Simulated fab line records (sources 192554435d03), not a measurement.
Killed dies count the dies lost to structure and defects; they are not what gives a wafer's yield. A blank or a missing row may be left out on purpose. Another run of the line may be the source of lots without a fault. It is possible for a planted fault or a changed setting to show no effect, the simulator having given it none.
A lot that was struck, set against a sound lot | flow n5_finfet | 16 out of 1938 route steps
Sound: these wafers, L158.1, L158.3, L158.6. Struck: wafer L167.3 (left out: L167.5, a lot-mate that was not struck); the cause follows at the end.
Per side, at each step with rows, come the tool, then ch with its chambers, and then its first start. Under that, the readings that differ: sound wafers | struck wafers | difference of the means | sigmas: that difference in standard deviations of wafers without a fault.
alike: words and numbers the same on both sides, and readings whose means are apart by under 2 such deviations; not compared: readings that were withheld, readings missing a value for some wafer, numbers with overlapping values and no deviation given by the record, and bounds like >300 which may hide the same value.
The two part at a step that has a row with sigmas, a row that says differs or no value, or rows on one side only. Numbers that don't overlap but have no deviation are shown without sigmas and don't part them. A reading that every wafer of one side lacks parts them only if that side has two wafers or more.

N5_BEOL_M4_ETCH_41: etches SiCN in CH3F/O2, target depth 29.9 nm, time 52.5 s.
  sound on rie_diel-05 ch 0,1,2; struck on rie_diel-01 ch 1
  alike: O2_flow_sccm, drypump_motor_current_A, oes_product_au, rf_vpp_V, showerhead_plenum_p_Torr, throttle_valve_pct
  not compared: rf_hours_counter_h
N5_BEOL_M4_STRIP_97: strips in N2/H2, time 10 s.
  sound on rie_diel-05 ch 0,1,2; struck on rie_diel-01 ch 1
  alike: drypump_motor_current_A, oes_product_au, rf_vpp_V, showerhead_plenum_p_Torr, throttle_valve_pct
  not compared: rf_hours_counter_h
N5_BEOL_M4_OCD_MEAS_38:
  sound on ocd-02 at day 9 04:59; struck on ocd-01 at day 11 07:17
  alike: trench_depth_nm
then, 4 steps without rows for these wafers: N5_BEOL_M4_HM_STRIP_39 (strips TiN in peroxide tin strip, target depth 25 nm, time 158 s); N5_BEOL_M4_SRD_40 (time 30 s); N5_BEOL_M4_PRECLEAN_42 (cleans in residue remover, time 60 s); N5_BEOL_M4_SRD_43 (time 30 s).
N5_BEOL_M4_CD_MEAS_35: target cd 18 nm, target cd y 22.4 nm.
  sound on cd_sem-02 at day 9 05:08; struck on cd_sem-02 at day 11 07:26
  alike: cd_nm
N5_BEOL_M4_DEGAS_44: time 60 s.
  sound on pvd_sputter-01 at day 9 05:12; struck on pvd_sputter-02 at day 11 07:29
  alike: heater_power_w
then, 2 steps without rows for these wafers: N5_BEOL_M4_PRE_CLEAN_45 (time 30 s); N5_BEOL_M4_ALD_84 (deposits TaN, pulse time 2 s, purge time 3 s, co reactant purge time 2 s).
N5_BEOL_M4_SURFACE_TREAT_85:
  sound on pvd_sputter-01 at day 9 05:34; struck on pvd_sputter-02 at day 11 08:07
  not compared: throttle_valve_pct
N5_BEOL_M4_CVD_47: deposits Co from CCTBA/H2, target thk 3 nm, time 223.8 s.
  sound on cvd_co-01 ch 0,2, day 9 05:38; struck on cvd_co-02 ch 2, day 11 08:10
  reading          | sound             | struck | difference | sigmas
  run_length_s (s) | 246.6 246.6 246.7 | 334.3  | +87.7      | +99 or more
N5_BEOL_M4_SPUTTER_48: material Cu, target thk 4.5 nm, time 8.29 s.
  sound on pvd_sputter-01 at day 9 05:48; struck on pvd_sputter-01 at day 11 09:29
  alike: chuck_gas_flow_sccm, throttle_valve_pct
N5_BEOL_M4_RC_MEAS_101:
  sound on prober-02 ch 0, day 9 08:47; struck on prober-01 ch 0, day 11 12:59
  reading        | sound          | struck | difference | sigmas
  IOFF_P (nA/um) | 0.18 0.16 0.20 | 0.27   | +0.09      | +2
  alike: DIBL_N, DIBL_P, IOFF_N, ION_N, ION_P, SS_N, SS_P, VT_N, VT_P
-- a jump in the record: the struck wafers' starts before and after are 5 days apart (it breaks off in module BEOL_M4 and resumes in module PASSIVATION, where the first step shown is number 1936 of the route) --
N5_PASSIVATION_PROBE_49:
  sound on prober-01 at day 14 10:07; struck on prober-01 at day 16 07:59
  alike: defect_limited_yield, killed_at_M0_to_M3, killed_at_M4_up, killed_at_contacts, killed_at_front_end, killed_at_other, killed_dies, killed_open, killed_short, sort_bin_5_function, sort_bin_6_memory, sort_n_pass, sort_yield_pct

== WHERE THEY PART ==
First at N5_BEOL_M4_CVD_47; last, within this record, at N5_BEOL_M4_RC_MEAS_101. Later steps at which nothing parts them and some readings are alike: N5_PASSIVATION_PROBE_49.

WHY: what the simulator had put in
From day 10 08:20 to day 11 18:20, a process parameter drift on cvd_co-02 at N5_BEOL_M4_CVD_47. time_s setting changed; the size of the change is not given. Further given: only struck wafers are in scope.
